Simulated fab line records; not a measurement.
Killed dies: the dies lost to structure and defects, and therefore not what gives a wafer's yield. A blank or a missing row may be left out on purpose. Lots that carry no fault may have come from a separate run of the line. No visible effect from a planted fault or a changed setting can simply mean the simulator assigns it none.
Which of the tools did it? + flow nand-harc + Sampling: 14 lots, 42 wafers, 4 of 1302 route steps

WHAT THE GAUGES READ, wafer by wafer
NHARC_P_ZERO_WELL_CD_MEAS_37: target cd 720 nm.
| lot  | measured     | on        | cd-nm (nm)        |
|------|--------------|-----------|-------------------|
| L700 | day 3 16:06  | cd-sem-02 | 720.7 720.1 717.4 |
| L701 | day 4 02:05  | cd-sem-02 | 721.7 721.3 721.1 |
| L702 | day 4 12:05  | cd-sem-02 | 718.6 720.2 719.1 |
| L703 | day 4 21:58  | cd-sem-01 | 722.7 722.3 721.3 |
| L705 | day 5 18:20  | cd-sem-01 | 720.2 720.9 723.8 |
| L707 | day 6 14:07  | cd-sem-02 | 723.2 723.4 721.4 |
| L712 | day 8 18:27  | cd-sem-01 | 718.3 719.9 720.1 |
| L713 | day 9 02:03  | cd-sem-02 | 720.1 720.9 721.9 |
| L714 | day 9 12:00  | cd-sem-03 | 719.6 719.9 717.8 |
| L715 | day 9 22:52  | cd-sem-03 | 720.6 719.0 718.6 |
| L716 | day 10 08:22 | cd-sem-03 | 720.3 720.5 719.0 |
| L717 | day 10 17:59 | cd-sem-02 | 719.6 720.3 720.8 |
| L718 | day 11 04:13 | cd-sem-01 | 719.9 718.1 721.1 |
| L719 | day 11 14:07 | cd-sem-02 | 719.2 720.1 720.4 |

NHARC_P_STI_CD_MEAS_09: target cd 200 nm.
| lot  | measured     | on        | cd-nm (nm)        |
|------|--------------|-----------|-------------------|
| L700 | day 4 10:01  | cd-sem-03 | 203.0 201.3 202.4 |
| L701 | day 4 22:14  | cd-sem-01 | 200.4 201.9 200.0 |
| L702 | day 5 07:40  | cd-sem-01 | 198.8 201.8 201.2 |
| L703 | day 5 16:35  | cd-sem-02 | 202.3 203.0 201.7 |
| L705 | day 6 15:41  | cd-sem-03 | 197.7 198.5 199.2 |
| L707 | day 7 10:40  | cd-sem-01 | 201.1 203.0 199.1 |
| L712 | day 9 13:01  | cd-sem-01 | 200.1 200.2 201.1 |
| L713 | day 9 20:08  | cd-sem-01 | 201.8 199.7 202.5 |
| L714 | day 10 06:23 | cd-sem-03 | 202.0 199.4 199.7 |
| L715 | day 10 19:56 | cd-sem-02 | 200.4 199.9 200.7 |
| L716 | day 11 05:03 | cd-sem-03 | 200.2 200.2 200.6 |
| L717 | day 11 15:17 | cd-sem-02 | 199.7 201.6 200.9 |
| L718 | day 12 02:07 | cd-sem-03 | 200.3 204.2 203.5 |
| L719 | day 12 11:07 | cd-sem-03 | 199.4 200.2 202.5 |

NHARC_P_STI_INSPECT_25.
| lot  | measured     | on                | raw-defect-count |
|------|--------------|-------------------|------------------|
| L700 | day 5 13:05  | defect-inspect-02 | 188 192 117      |
| L701 | day 6 00:14  | defect-inspect-01 | 214 338 249      |
| L702 | day 6 15:55  | defect-inspect-01 | 372 241 194      |
| L703 | day 6 23:53  | defect-inspect-01 | 228 199 239      |
| L705 | day 7 19:56  | defect-inspect-02 | 251 316 196      |
| L707 | day 8 11:47  | defect-inspect-02 | 193 198 138      |
| L712 | day 10 18:07 | defect-inspect-02 | 217 242 204      |
| L713 | day 11 01:27 | defect-inspect-02 | 261 318 313      |
| L714 | day 11 10:54 | defect-inspect-02 | 182 438 176      |
| L715 | day 12 00:13 | defect-inspect-01 | 160 163 195      |
| L716 | day 12 07:35 | defect-inspect-01 | 188 248 272      |
| L717 | day 12 19:01 | defect-inspect-02 | 244 161 175      |
| L718 | day 13 06:43 | defect-inspect-01 | 149 150 154      |
| L719 | day 13 19:25 | defect-inspect-01 | 214 272 416      |

WHICH TOOL RAN EACH LOT (tool, then ch and the chambers of the sampled wafers, then the start)
| lot  | NHARC_P_STI_OXIDE_33          |
|------|-------------------------------|
| L700 | furnace-05 ch 0, day 4 14:26  |
| L701 | furnace-02 ch 0, day 5 02:43  |
| L702 | furnace-02, day 5 13:07       |
| L703 | furnace-02, day 5 21:08       |
| L705 | furnace-06 ch 0, day 6 22:13  |
| L707 | furnace-05 ch 0, day 7 15:02  |
| L712 | furnace-05 ch 0, day 9 18:31  |
| L713 | furnace-06 ch 0, day 10 01:53 |
| L714 | furnace-02 ch 0, day 10 13:05 |
| L715 | furnace-06 ch 0, day 11 02:34 |
| L716 | furnace-06 ch 0, day 11 10:29 |
| L717 | furnace-06 ch 0, day 11 21:22 |
| L718 | furnace-05 ch 0, day 12 07:14 |
| L719 | furnace-06 ch 0, day 12 18:39 |
- NHARC_P_STI_OXIDE_33: material SiO2, target thk 10 nm, ox time 281 s.

AS READ BY THE TOOLS THEMSELVES (means over the sampled wafers that have a number; for cases with no such wafer, the mark the record gives instead)
NHARC_P_STI_OXIDE_33.
| lot  | tool       | ox-temp-c (C) |
|------|------------|---------------|
| L700 | furnace-05 | 999.8         |
| L701 | furnace-02 | 1000.4        |
| L702 | furnace-02 | -             |
| L703 | furnace-02 | -             |
| L705 | furnace-06 | 1000.2        |
| L707 | furnace-05 | 1000.2        |
| L712 | furnace-05 | 1000.2        |
| L713 | furnace-06 | 999.7         |
| L714 | furnace-02 | 1000.0        |
| L715 | furnace-06 | 1000.2        |
| L716 | furnace-06 | 1000.2        |
| L717 | furnace-06 | 999.8         |
| L718 | furnace-05 | 1000.3        |
| L719 | furnace-06 | 999.9         |

THE ANSWER, worked out from the rows above alone
Rule: the lots themselves supply what counts as usual. Put in order of their means at a reading, lots are off if they are a third of the lots or fewer, leave a main group of 4 or more, and stand apart from it by a gap of 3 or more times the standard deviation of the main group's means; of several such gaps the widest counts. A main group is skipped when, at the precision printed for the reading in the tables above, its means are all equal. Also off: a lot with no number at a reading for which 4 or more lots have one. The other lots that the step has rows for count as sound. After the gauges, taken in route order, come the tools' own readings; for these a lot's mean is taken, as printed above. The first step at which some lot is off is used, and at that step the reading that is off furthest; a lot without a number counts as furthest.
Off, at NHARC_P_STI_OXIDE_33 on ox-temp-c: L702, L703. Without a number there: L702, L703. The main group has a mean of 1000.1 C with a standard deviation of 0.22.
A tool fits if, at that step or a process step before it, it ran every lot that is off, and no sound lot after the first of them. Of those tried, none fits.

WHAT THE SIMULATOR PUT IN
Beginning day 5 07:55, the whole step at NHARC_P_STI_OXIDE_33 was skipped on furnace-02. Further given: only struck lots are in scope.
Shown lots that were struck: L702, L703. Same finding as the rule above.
